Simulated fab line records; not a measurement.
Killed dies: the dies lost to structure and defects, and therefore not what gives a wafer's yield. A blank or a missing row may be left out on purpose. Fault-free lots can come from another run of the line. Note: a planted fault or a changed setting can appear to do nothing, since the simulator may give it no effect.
Split-lot trial + flow n5-finfet + 39 wafers read from 7 lots, route of 1938 steps

## ABOUT THE SPLIT
At N5_ZERO_LAYER_DEVELOP_10 (develop time 60 s), the setting develop-time-s was moved away from the recipe's 60 s on 12 of the 39 wafers read, by -46.0% to +52.2%. All remaining wafers had this setting at the recipe value.

## FROM THE SPLIT ON TO THE READING: in between, the file shows 1 step
- N5_ZERO_LAYER_HARDBAKE_23: time 120 s

## THE READING
At N5_ZERO_LAYER_CD_MEAS_11: cd-nm in nanometres, against a target cd of 2000 nm. A value of 1999.9 nm with a standard deviation of 1.7 nm is what fault-free wafers of this fab line usually give.

| wafer  | tool, chamber at the split | develop-time-s as run, s | against the recipe | cd-nm, nm | against lot-mates on the recipe |
|--------|----------------------------|--------------------------|--------------------|-----------|---------------------------------|
| L078.1 | litho-track-03, 0          | 60                       | recipe             | 1999.0    | -                               |
| L078.2 | litho-track-03, 0          | 60                       | recipe             | 1999.2    | -                               |
| L078.3 | litho-track-03, 0          | 60                       | recipe             | 1999.1    | -                               |
| L078.4 | litho-track-03, 0          | 60                       | recipe             | 2000.5    | -                               |
| L078.5 | litho-track-03, 0          | 60                       | recipe             | 1999.6    | -                               |
| L078.6 | litho-track-03, 0          | 60                       | recipe             | 2001.1    | -                               |
| L084.1 | litho-track-05, 0          | 60                       | recipe             | 2003.4    | -                               |
| L084.2 | litho-track-05, 0          | 32.73                    | -45.5%             | 1991.6    | -12.0                           |
| L084.3 | litho-track-05, 0          | 32.73                    | -45.5%             | 1991.0    | -12.6                           |
| L084.4 | litho-track-05, 0          | 32.73                    | -45.5%             | 1990.0    | -13.6                           |
| L084.5 | litho-track-05, 0          | 60                       | recipe             | 2002.5    | -                               |
| L084.6 | litho-track-05, 0          | 60                       | recipe             | 2004.9    | -                               |
| L087.1 | litho-track-03, 0          | 60                       | recipe             | 2000.1    | -                               |
| L087.2 | litho-track-03, 0          | 60                       | recipe             | 2000.7    | -                               |
| L087.3 | litho-track-03, 0          | 60                       | recipe             | 1999.4    | -                               |
| L087.4 | litho-track-03, 0          | 60                       | recipe             | 2000.7    | -                               |
| L087.5 | litho-track-03, 0          | 60                       | recipe             | 2000.2    | -                               |
| L087.6 | litho-track-03, 0          | 60                       | recipe             | 2001.3    | -                               |
| L088.1 | litho-track-03, 0          | 32.43                    | -46.0%             | 1987.1    | -12.8                           |
| L088.2 | litho-track-03, 0          | 32.43                    | -46.0%             | 1987.6    | -12.3                           |
| L088.3 | litho-track-03, 0          | 60                       | recipe             | 2000.3    | -                               |
| L088.4 | litho-track-03, 0          | 60                       | recipe             | 2000.4    | -                               |
| L088.5 | litho-track-03, 0          | 32.43                    | -46.0%             | 1985.9    | -14.0                           |
| L088.6 | litho-track-03, 0          | 60                       | recipe             | 1999.0    | -                               |
| L092.2 | litho-track-04, 0          | 60                       | recipe             | 1999.7    | -                               |
| L092.3 | litho-track-04, 0          | 60                       | recipe             | 2000.8    | -                               |
| L092.6 | litho-track-04, 0          | 60                       | recipe             | 2001.4    | -                               |
| L094.1 | litho-track-04, 0          | 60                       | recipe             | 2000.6    | -                               |
| L094.2 | litho-track-04, 0          | 91.35                    | +52.2%             | 2008.9    | +7.4                            |
| L094.3 | litho-track-04, 0          | 60                       | recipe             | 2003.5    | -                               |
| L094.4 | litho-track-04, 0          | 60                       | recipe             | 2000.5    | -                               |
| L094.5 | litho-track-04, 0          | 91.35                    | +52.2%             | 2010.9    | +9.4                            |
| L094.6 | litho-track-04, 0          | 91.35                    | +52.2%             | 2010.1    | +8.6                            |
| L097.1 | litho-track-05, 0          | 60                       | recipe             | 2000.5    | -                               |
| L097.2 | litho-track-05, 0          | 71.99                    | +20.0%             | 2003.1    | +3.6                            |
| L097.3 | litho-track-05, 0          | 60                       | recipe             | 1998.6    | -                               |
| L097.4 | litho-track-05, 0          | 60                       | recipe             | 1999.5    | -                               |
| L097.5 | litho-track-05, 0          | 71.99                    | +20.0%             | 2002.7    | +3.2                            |
| L097.6 | litho-track-05, 0          | 71.99                    | +20.0%             | 2003.7    | +4.2                            |

THE FIT
A straight line over all 39 wafers: cd-nm changes by +0.219 nm for each +1% of develop-time-s; r = +0.95; the points scatter about the line by 1.8 nm.
The same after taking each lot's own level away (the mean of its wafers on the recipe; 39 wafers): +0.23 nm for each +1%; r = +0.97; scatter 1.5 nm.
Per that fit: largest develop-time-s move, reading shift of 12 nm.
From 1999.53 to 2003.60 nm: that is the span of the lots' own levels, equal to 2.4 times the standard deviation above.
Consequently the slope shifts little with the lot-to-lot level, the two slopes agreeing.
Check: for one of the wafers moved furthest among these (+52.2%), held out of the fit, the line's prediction against its lot-mates is +12 nm. Against them it came out at +7.37 nm.

## THE WHOLE CHAIN: every reading that the file lists as answering this split, in the file's order
| step                     | what it does                                        | reading                                                           | change (the file's fit)               | r (the file's) |
|--------------------------|-----------------------------------------------------|-------------------------------------------------------------------|---------------------------------------|----------------|
| N5_ZERO_LAYER_CD_MEAS_11 | target cd 2000 nm                                   | cd-nm                                                             | +0.231 nm for each +1% of the setting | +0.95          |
| N5_ZERO_LAYER_DESCUM_16  | chemistry O2, time 7.9 s                            | ZERO_LAYER.cd-nm (the simulator's own value, which no gauge read) | +0.235 nm for each +1% of the setting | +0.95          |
| N5_ZERO_LAYER_ETCH_17    | etches SiO2 in CF4, target depth 12 nm, time 13.3 s | ZERO_LAYER.cd-nm (the simulator's own value, which no gauge read) | +0.238 nm for each +1% of the setting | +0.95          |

## FILE'S OWN FIT
cd-nm changes by +0.231 nm for each +1% of develop-time-s, r = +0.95.
